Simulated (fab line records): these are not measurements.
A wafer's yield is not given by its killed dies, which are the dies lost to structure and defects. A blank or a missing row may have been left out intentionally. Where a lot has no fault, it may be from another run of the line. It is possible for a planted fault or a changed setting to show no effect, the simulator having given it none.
fab line records    flow n5-finfet
record lots=7  wafers=39
route steps=1938 shown WELL_APT@48 DUMMY_GATE@237 SD_EPI_P@310 HKMG_FIN@442 MOL_CONTACT_COAG@537 BEOL_M4@1111
start-h: the number of hours between the record's first day and the start of the first shown wafer of the lot    wait-h: hours since the lot's step before    " identical to the entry in the row above    L1.1+2: a row that stands for several wafers    - no value present, or no start provided    * or withheld: withheld    < > ~ a bound
route shown NAME@n: NAME is a module with steps in the file, n the number in the route of the first one    usual: mean/standard deviation taken from wafers without a fault    same: alike in all rows    chamber/n: place in a boat    sites: per-site readings    _std_site: the values' standard deviation    _edge_site: the outer-site mean with the inner-site mean subtracted    radius-mm: for every site, how far away it sits from the centre of the wafer    mask NAME#n: copy n    behind: the tool/chamber that last shaped the wafer    hold: why the lot was held/for how many hours/how that ended    device: which transistor (n, p or np) failed to switch    end of line: at the end of the route, the tests of the same wafers    step lacking rows: just its recipe    killed: not the wafer's yield, but the dies lost to structure and defects at the first sort    map: shows each die of a wafer: x if killed, . if not, _ if none is there
set.NAME: the run value of the setting; set.NAME@STEP: its run value at that earlier step    model.NAME: the simulator's own value behind a step, which no gauge read
lots where settings were altered on purpose, with a table for each step and a row for each wafer
## steps
# step N5_WELL_APT_IMPLANT_32
# recipe species=BF2  energy-kev=50  dose-cm2=2e+13  tilt-deg=0  rotation-deg=0
# step N5_DUMMY_GATE_ETCH_37
# recipe chemistry=N2/H2  target=SOC  target-depth-a=600  overetch-a=300  temp-c=40  ion-energy-ev=200  pressure-mtorr=30  source-w=840  bias-w=150  n2-flow-sccm=200  h2-flow-sccm=200
# step N5_DUMMY_GATE_ETCH_31
# recipe chemistry=C4F6/O2  target=SiO2  mask-material=SOC  target-depth-a=825  time-s=27.5  ion-energy-ev=250  pressure-mtorr=30  source-w=345  bias-w=185  Ar_flow_sccm=300  C4F6_flow_sccm=10  O2_flow_sccm=10
# step N5_DUMMY_GATE_ETCH_32
# recipe chemistry=CF4  target=SiO2  target-depth-a=35  time-s=3.9  ion-energy-ev=350  pressure-mtorr=10  icp-w=800  bias-w=400  cf4-flow-sccm=80
# step N5_DUMMY_GATE_ETCH_44
# recipe chemistry=HBr/O2  over-etch-frac=0.7  target-depth-a=1275  stop-on=SiO2  ion-energy-ev=60  bias-w=20  target=poly-Si  mask-material=SiO2  pressure-mtorr=20  icp-w=400  HBr_flow_sccm=120  O2_flow_sccm=10
# step N5_SD_EPI_P_ETCHBACK_46
# recipe chemistry=CH3F/O2  mode=anisotropic-etchback  target=SiNx  target-depth-a=175  stop-on=SiO2  over-etch-frac=0.3  ion-energy-ev=120  pressure-mtorr=30  source-w=395  bias-w=73  Ar_flow_sccm=150  CH3F_flow_sccm=30  O2_flow_sccm=20
# step N5_SD_EPI_P_EPI_21
# recipe material=SiGe:B  dopant=B  temp-c=550  pressure-torr=20  ambient=H2  time-s=355
# step N5_HKMG_FIN_ALD_91
# recipe material=TiN  target-thk-a=10  temp-c=400  ald-precursor-family=TiCl4  ald-co-reactant=NH3  pulse-time-s=1  purge-time-s=3  co-reactant-purge-time-s=2  co-reactant-pulse-time-s=2  ald-cycles=47  pressure-torr=3
# step N5_MOL_CONTACT_COAG_ETCH_15
# recipe chemistry=CH3F/O2  target=SiNx  target-depth-a=70  mask-material=SOC  stop-on=Si:P  over-etch-frac=0.75  ion-energy-ev=120  pressure-mtorr=30  source-w=395  bias-w=73  Ar_flow_sccm=150  CH3F_flow_sccm=30  O2_flow_sccm=20
# step N5_MOL_CONTACT_COAG_IMPLANT_129
# recipe species=Ge  energy-kev=3  dose-cm2=6e+14  tilt-deg=0  rotation-deg=0
# step N5_BEOL_M4_RC_MEAS_101
# usual CJ_N=4.32/0.091  IOFF_N_LONG=5.5e-05/2.7e-06  RS_PWELL=3008/22  RS_SD_P=65.8/1  VT_N=249.7/2.6  VT_N_LONG=275.1/2.3  VT_N_LVT=98.2/2.7
lot.wafer  tool       chamber  start-h  wait-h  set.energy-kev@WELL_APT_IMPLANT_32  set.source-w@DUMMY_GATE_ETCH_37  set.target-depth-a@DUMMY_GATE_ETCH_31  set.time-s@DUMMY_GATE_ETCH_32  set.target-depth-a@DUMMY_GATE_ETCH_44  set.target-depth-a@SD_EPI_P_ETCHBACK_46  set.epi-growth-time-s@SD_EPI_P_EPI_21  set.temp-c@HKMG_FIN_ALD_91  set.target-depth-a@MOL_CONTACT_COAG_ETCH_15  set.energy-kev@MOL_CONTACT_COAG_IMPLANT_129  CJ_N  IOFF_N_LONG[nA/um]  RS_PWELL[ohm/sq]  RS_SD_P[ohm/sq]  VT_N[mV]  VT_N_LONG[mV]  VT_N_LVT[mV]
L075.1     prober-01  0        171.17   0.0     50                                  840                              929                                    3.9                            1275                                   189                                      355                                    400                         77.16                                        3                                            4.14  5.12e-05            3034              66.2             252.1     276.2          100.2
L075.2     "          0        "        "       55.74                               840                              929                                    3.9                            1408                                   175                                      355                                    393                         70                                           3.387                                        3.75  5.25e-05            2931              67.2             250.7     271.4          98.3
L075.3     "          0        "        "       50                                  992.7                            929                                    4.547                          1408                                   189                                      355                                    393                         77.16                                        3                                            4.12  5.49e-05            3016              66.0             249.2     272.3          98.7
L075.4     "          0        "        "       50                                  992.7                            825                                    3.9                            1408                                   175                                      355                                    400                         77.16                                        3.387                                        4.09  5.07e-05            3017              66.2             256.9     275.8          103.5
L075.5     "          0        "        "       55.74                               992.7                            825                                    4.547                          1275                                   189                                      355                                    400                         70                                           3.387                                        3.76  4.85e-05            2964              67.1             253.0     274.9          100.4
L075.6     "          0        "        "       55.74                               840                              825                                    4.547                          1275                                   175                                      355                                    393                         70                                           3                                            3.80  5.36e-05            2933              67.3             254.4     271.7          101.1
L082.1     prober-01  0        214.70   0.0     43.27                               840                              825                                    3.434                          1275                                   154.9                                    394.6                                  406.9                       70                                           3.91                                         4.75  5.62e-05            3090              62.6             255.0     277.9          105.4
L082.2     "          0        "        "       50                                  746.6                            760.4                                  3.9                            1275                                   175                                      355                                    400                         61.66                                        3.91                                         4.35  5.68e-05            3002              65.4             249.8     273.2          98.2
L082.3     "          0        "        "       50                                  840                              760.4                                  3.9                            1226                                   154.9                                    394.6                                  406.9                       61.66                                        3                                            4.35  5.24e-05            2996              62.5             252.0     278.1          101.4
L082.4     "          0        "        "       43.27                               746.6                            825                                    3.9                            1226                                   175                                      355                                    406.9                       70                                           3.91                                         4.76  5.6e-05             3083              66.5             255.8     278.7          105.0
L082.5     "          0        "        "       43.27                               746.6                            760.4                                  3.434                          1275                                   154.9                                    355                                    400                         61.66                                        3                                            4.69  5.93e-05            3066              66.3             251.9     276.7          101.4
L082.6     "          0        "        "       50                                  840                              825                                    3.434                          1226                                   175                                      394.6                                  400                         70                                           3                                            4.38  5.65e-05            3034              63.4             248.8     276.3          101.0
L085.1     prober-02  0        231.98   0.0     56.1                                840                              825                                    4.655                          1275                                   175                                      374.6                                  400                         70                                           3.324                                        3.93  5.61e-05            2959              63.0             249.8     271.1          99.9
L085.2     "          0        "        "       50                                  712.1                            825                                    3.9                            1275                                   175                                      355                                    400                         70                                           3                                            4.33  6.01e-05            3019              64.6             248.8     272.7          97.7
L085.3     "          0        "        "       56.1                                712.1                            825                                    3.9                            1275                                   196.9                                    355                                    400                         70                                           3.324                                        3.99  5.58e-05            2923              65.8             245.1     274.6          96.0
L085.4     "          0        "        "       50                                  840                              825                                    4.655                          1275                                   175                                      355                                    400                         70                                           3                                            4.43  6.12e-05            3037              64.7             245.5     269.9          94.4
L085.5     "          0        "        "       50                                  840                              825                                    3.9                            1275                                   196.9                                    374.6                                  400                         70                                           3                                            4.34  5.96e-05            3030              63.4             245.2     271.6          96.0
L085.6     "          0        "        "       56.1                                712.1                            825                                    4.655                          1275                                   196.9                                    374.6                                  400                         70                                           3.324                                        3.95  5.65e-05            2934              62.7             248.2     270.7          97.5
L083.1     prober-02  0        240.24   0.0     50                                  840                              825                                    3.9                            1275                                   175                                      355                                    400                         70                                           3                                            4.39  5.45e-05            3038              65.6             251.2     277.0          99.7
L083.2     "          0        "        "       50                                  840                              825                                    3.9                            1275                                   175                                      355                                    400                         70                                           3                                            4.38  5.48e-05            3036              65.0             248.0     275.5          98.9
L083.6     "          0        "        "       50                                  840                              825                                    3.9                            1275                                   175                                      355                                    400                         70                                           3                                            4.31  5.45e-05            3011              65.6             251.6     278.6          97.1
L087.1     prober-01  0        246.45   0.0     50                                  840                              825                                    3.9                            1438                                   175                                      355                                    400                         70                                           3                                            4.26  5.73e-05            3011              65.2             245.3     273.8          97.0
L087.2     "          0        "        "       44.96                               695.2                            889.2                                  3.581                          1438                                   175                                      367.9                                  395.5                       70                                           2.469                                        4.60  6.28e-05            3035              63.3             248.4     269.3          99.7
L087.3     "          0        "        "       50                                  695.2                            889.2                                  3.9                            1275                                   175                                      355                                    400                         70                                           3                                            4.26  5.77e-05            3009              65.1             248.5     273.4          98.8
L087.4     "          0        "        "       44.96                               840                              825                                    3.9                            1275                                   153.2                                    367.9                                  395.5                       70                                           3                                            4.63  6.31e-05            3048              63.8             242.7     268.7          94.0
L087.5     "          0        "        "       44.96                               695.2                            825                                    3.581                          1438                                   153.2                                    355                                    395.5                       70                                           2.469                                        4.65  6.48e-05            3036              64.0             246.5     270.6          96.8
L087.6     "          0        "        "       50                                  840                              889.2                                  3.581                          1275                                   153.2                                    367.9                                  400                         70                                           2.469                                        4.25  5.8e-05             2943              63.1             245.1     273.0          97.7
L093.1     prober-02  0        285.77   0.0     50                                  840                              924.1                                  3.253                          1275                                   163.9                                    355                                    400                         70                                           2.338                                        4.38  5.65e-05            3000              65.4             249.3     274.9          95.2
L093.2     "          0        "        "       50                                  734                              825                                    3.9                            1275                                   175                                      355                                    406                         70                                           3                                            4.37  5.36e-05            3031              64.4             252.2     277.9          99.0
L093.3     "          0        "        "       54.94                               734                              825                                    3.253                          1199                                   163.9                                    355                                    406                         70                                           2.338                                        3.99  5.18e-05            2936              65.1             250.1     275.3          95.9
L093.4     "          0        "        "       50                                  840                              924.1                                  3.253                          1199                                   175                                      355                                    406                         70                                           3                                            4.41  5.4e-05             3026              64.9             248.7     274.0          95.0
L093.5     "          0        "        "       54.94                               734                              924.1                                  3.9                            1199                                   175                                      355                                    400                         70                                           2.338                                        3.97  5.47e-05            2944              65.0             247.3     274.2          94.0
L093.6     "          0        "        "       54.94                               840                              825                                    3.9                            1275                                   163.9                                    355                                    400                         70                                           3                                            4.03  5.52e-05            2956              63.9             246.2     274.3          93.0
L096.1     prober-02  0        310.36   0.0     50                                  840                              825                                    3.9                            1275                                   175                                      355                                    400                         70                                           3                                            4.41  5.49e-05            2990              66.4             250.1     273.3          98.0
L096.2     "          0        "        "       44.47                               692.5                            825                                    3.382                          1366                                   175                                      355                                    400                         78.36                                        2.61                                         4.79  5.88e-05            3042              65.2             253.4     275.4          102.9
L096.3     "          0        "        "       50                                  840                              873.2                                  3.9                            1366                                   154.8                                    355                                    388.2                       70                                           3                                            4.26  6.24e-05            2992              66.4             244.5     270.1          94.5
L096.4     "          0        "        "       50                                  692.5                            873.2                                  3.382                          1275                                   154.8                                    366.2                                  400                         70                                           2.61                                         4.28  5.45e-05            2996              64.3             251.4     276.6          103.4
L096.5     "          0        "        "       44.47                               840                              825                                    3.382                          1275                                   154.8                                    366.2                                  388.2                       78.36                                        3                                            4.73  6.61e-05            3065              64.9             246.3     267.6          95.7
L096.6     "          0        "        "       44.47                               692.5                            873.2                                  3.9                            1366                                   175                                      366.2                                  388.2                       78.36                                        2.61                                         4.75  6.68e-05            3037              65.4             248.2     270.8          98.4
## key
split step=N5_WELL_APT_IMPLANT_32  setting=energy-kev  stated-as=50
response step=N5_BEOL_M4_RC_MEAS_101  reading=CJ_N  slope=-0.0341  per=1%  together-with=all  explained=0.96
response step=N5_BEOL_M4_RC_MEAS_101  reading=IOFF_N_LONG  slope=-2.75e-07  per=1%  together-with=all  explained=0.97
response step=N5_BEOL_M4_RC_MEAS_101  reading=RS_PWELL  slope=-6.44  per=1%  together-with=all  explained=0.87
split step=N5_DUMMY_GATE_ETCH_37  setting=source-w  stated-as=840
response none clear
split step=N5_DUMMY_GATE_ETCH_31  setting=target-depth-a  stated-as=825
response none clear
split step=N5_DUMMY_GATE_ETCH_32  setting=time-s  stated-as=3.9
response none clear
split step=N5_DUMMY_GATE_ETCH_44  setting=target-depth-a  stated-as=1275
response none clear
split step=N5_SD_EPI_P_ETCHBACK_46  setting=target-depth-a  stated-as=175
response none clear
split step=N5_SD_EPI_P_EPI_21  setting=epi-growth-time-s  stated-as=355
response step=N5_BEOL_M4_RC_MEAS_101  reading=RS_SD_P  slope=-0.323  per=1%  together-with=all  explained=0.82
split step=N5_HKMG_FIN_ALD_91  setting=temp-c  stated-as=400
response step=N5_BEOL_M4_RC_MEAS_101  reading=IOFF_N_LONG  slope=-2.57e-06  per=1%  together-with=all  explained=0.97
response step=N5_BEOL_M4_RC_MEAS_101  reading=VT_N_LONG  slope=+2.03  per=1%  together-with=all  explained=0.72
response step=N5_BEOL_M4_RC_MEAS_101  reading=VT_N_LVT  slope=+1.92  per=1%  together-with=all  explained=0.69
response step=N5_BEOL_M4_RC_MEAS_101  reading=VT_N  slope=+1.95  per=1%  together-with=all  explained=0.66
split step=N5_MOL_CONTACT_COAG_ETCH_15  setting=target-depth-a  stated-as=70
response none clear
split step=N5_MOL_CONTACT_COAG_IMPLANT_129  setting=energy-kev  stated-as=3
response none clear
